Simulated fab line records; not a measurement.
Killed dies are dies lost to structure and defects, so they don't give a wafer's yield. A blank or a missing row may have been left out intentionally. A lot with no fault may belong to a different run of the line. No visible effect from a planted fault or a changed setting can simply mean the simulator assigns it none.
Lot-split experiment | flow n5_finfet | route with 1938 steps; 7 lots, 21 wafers read

## THE SPLIT
At N5_BEOL_M9_ETCH_66 (etches SOC in N2/H2, target depth 80 nm, overetch 16 nm, time 120 s), the setting time_s was moved away from the recipe's 120 s on 8 of the 21 wafers read, by -14.8% to +21.8%. All remaining wafers had this setting at the recipe value.

The reading comes from the split's own step.

## THE READING
SiARC_of_BEOL_M9_COAT_64.thk_nm (the simulator's own value, which no gauge read), in nm, at N5_BEOL_M9_ETCH_66 (etches SOC in N2/H2, target depth 80 nm, overetch 16 nm, time 120 s). The file does not state a usual value for it. Average 6.4 nm, standard deviation 0.15 nm, over the 13 wafers here run with the recipe.

wafer  | tool, chamber at the split | time_s as run, s | against the recipe | SiARC_of_BEOL_M9_COAT_64.thk_nm, nm | against lot-mates on the recipe
L081.2 | rie_diel-02, 2             | 120              | recipe             | 6.2                                 | -
L081.4 | rie_diel-02, 0             | 102.2            | -14.8%             | 7.2                                 | +1.0
L081.5 | rie_diel-02, 2             | 102.2            | -14.8%             | 7                                   | +0.8
L083.2 | rie_diel-05, 1             | 120              | recipe             | 6.4                                 | -
L083.3 | rie_diel-05, 3             | 146.2            | +21.8%             | 5.4                                 | -1.1
L083.6 | rie_diel-05, 1             | 120              | recipe             | 6.6                                 | -
L082.2 | rie_diel-05, 3,2           | 120              | recipe             | 6.4                                 | -
L082.3 | rie_diel-05, 3,2           | 120              | recipe             | 6.4                                 | -
L082.5 | rie_diel-05, 1             | 120              | recipe             | 6.6                                 | -
L086.1 | rie_diel-05, 0             | 142.4            | +18.7%             | 5.4                                 | -1.2
L086.3 | rie_diel-05, 3             | 120              | recipe             | 6.6                                 | -
L086.5 | rie_diel-05, 3             | 142.4            | +18.7%             | 5.6                                 | -1.0
L087.1 | rie_diel-02, 2             | 120              | recipe             | 6.2                                 | -
L087.4 | rie_diel-02, 0             | 120              | recipe             | 6.4                                 | -
L087.5 | rie_diel-02, 3             | 127.4            | +6.2%              | 6                                   | -0.3
L092.1 | rie_diel-05, 3             | 120              | recipe             | 6.6                                 | -
L092.2 | rie_diel-05, 1             | 120              | recipe             | 6.4                                 | -
L092.5 | rie_diel-05, 2             | 106.3            | -11.4%             | 7.2                                 | +0.7
L096.1 | rie_diel-02, 0             | 141.8            | +18.2%             | 5.2                                 | -1.1
L096.2 | rie_diel-02, 1             | 120              | recipe             | 6.4                                 | -
L096.3 | rie_diel-02, 3             | 120              | recipe             | 6.2                                 | -
When a row names more than one chamber, that row covers several wafers, and the file does not tell which wafer ran in which chamber.

THE FIT
A straight line over all 21 wafers: SiARC_of_BEOL_M9_COAT_64.thk_nm changes by -0.0521 nm for each +1% of time_s; r = -0.96; the points scatter about the line by 0.16 nm.
The same after taking each lot's own level away (the mean of its wafers on the recipe; 21 wafers): -0.0578 nm for each +1%; r = -0.99; scatter 0.098 nm.
The reading moves by 1.3 nm for the largest change in time_s, on that fit.
The span of the lots' own levels, 6.20 to 6.60 nm, comes to 2.7 times the standard deviation stated above.
The two slopes agree, so the slope changes little with the lot-to-lot level.
Check: -1.3 nm against its lot-mates is what the line predicts for one of the wafers moved furthest among these (+21.8%) when that wafer is left out of the fit. Against them it came out at -1.1 nm.

## FILE'S OWN FIT
SiARC_of_BEOL_M9_COAT_64.thk_nm changes by -0.0568 nm for each +1% of time_s, r = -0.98.
